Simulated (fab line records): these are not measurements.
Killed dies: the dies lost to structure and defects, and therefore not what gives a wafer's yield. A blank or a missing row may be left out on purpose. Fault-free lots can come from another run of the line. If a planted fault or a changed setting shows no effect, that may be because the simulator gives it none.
Code-filled problem report in 8D (eight disciplines) form | flow n5Finfet | the parts of the form that need people (team, actions taken, sign-off) are left out

== 1. WHAT IS WRONG ==
Wafers with no fault read 24.6 s with a standard deviation of 0.61, whereas barrierFieldEndpointS at N5_BEOL_M3_CMP_52 reads a mean of 13.4 s on 1 wafer of 1 lot. Measured from the usual mean, that is -18 standard deviations.
The step: polishes, stops on SiOC, t overpolish 6.8 s, target thk 40 nm.
Earliest sighting: wafer L850.1 on cmp-03 at day 9 19:24. Wafers with a number at this step in the record: 30, from 10 lots. The rule behind "out" and "out of limits": a value lying over 4 standard deviations away from the usual mean. The other wafers with a number count as sound.

== 2. WHAT IT IS, WHAT IT ISN'T ==
question                    | is                                     | is not
which readings at this step | barrierFieldEndpointS, timeToEndpointS | motorCurrentA, overpolishRunS
which lots                  | L850                                   | L842, L848, L854, L856, L857, L858, L859, L861, L864
which wafers of those lots  | L850.1                                 | L850.4, L850.5
read on which tools         | cmp-03                                 | cmp-01, cmp-02
when                        | from day 9 19:24                       | up to then (8 sound wafers); but 21 sound wafers of L854, L856, L857, L858, L859, L861, L864 came after

== 3. WHAT RULES OUT EACH SUSPECT ==
Counting: any tool at a process step up to the reading remains a suspect provided it ran every lot that is out. Sound lots after the first of them don't rule it out here, since some wafers of a struck lot are sound.
- pvdSputter-02 at N5_BEOL_M3_ANNEAL_80 (time 240 s): kept. It ran the lot that is out, L850 (day 9 17:22).
- pvdSputter-02 at N5_BEOL_M3_SPUTTER_86 (material Cu, target thk 4.5 nm, time 8.29 s): kept. It ran the lot that is out, L850 (day 9 17:43).
- pvdSputter-02 at N5_BEOL_M3_ANNEAL_89 (time 240 s): kept. It ran the lot that is out, L850 (day 9 18:01).
- cmp-03 at N5_BEOL_M3_CMP_52 (polishes, stops on SiOC, t overpolish 6.8 s, target thk 40 nm): kept. L850, the lot that is out, went through it at day 9 19:24; up to then, the latest sound lot through it was L842 at day 7 10:21. Its own readings are out on those wafers: barrierFieldEndpointS, timeToEndpointS.
- Within cmp-03 at N5_BEOL_M3_CMP_52: the wafers that are out ran in chamber 2; their sound lot-mates ran in chambers 0, 3.
Left after counting: pvdSputter-02 at N5_BEOL_M3_ANNEAL_80, pvdSputter-02 at N5_BEOL_M3_SPUTTER_86, pvdSputter-02 at N5_BEOL_M3_ANNEAL_89, cmp-03 at N5_BEOL_M3_CMP_52.

== 4. THE CAUSE (what the simulator had put in) ==
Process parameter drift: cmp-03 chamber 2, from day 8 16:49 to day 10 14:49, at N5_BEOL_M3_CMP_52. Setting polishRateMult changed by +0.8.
After counting, 4 suspects remain, this tool included.

== 5. THE EFFECT CHAIN, in route order ==
Rows list readings where the struck wafers' mean (over those with a number) sits beyond 3 standard deviations from the usual. Scope: only readings with a usual standard deviation given in the record; hours: median across lots of the time from each lot's start at the first step in this table that gives one to its start at this step; sigmas: change in usual standard deviations.
hours | step              | reading               | usual  | on struck wafers | change | sigmas
0     | N5_BEOL_M3_CMP_52 | barrierFieldEndpointS | 24.6 s | 13.4             | -11.2  | -18
0     | N5_BEOL_M3_CMP_52 | timeToEndpointS       | 62.2 s | 32.9             | -29.3  | -10
The process steps in it:
- N5_BEOL_M3_CMP_52: polishes, stops on SiOC, t overpolish 6.8 s, target thk 40 nm.
At these later measuring or inspecting steps, every struck wafer for which the step has a row has a number for every such reading, and none has moved that far: N5_BEOL_M4_RC_MEAS_101.

== 6. WHAT WOULD HAVE CAUGHT IT SOONER ==
27 hours passed between the start of the fault at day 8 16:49 and the first reading out of limits in this record, taken at day 9 19:24.
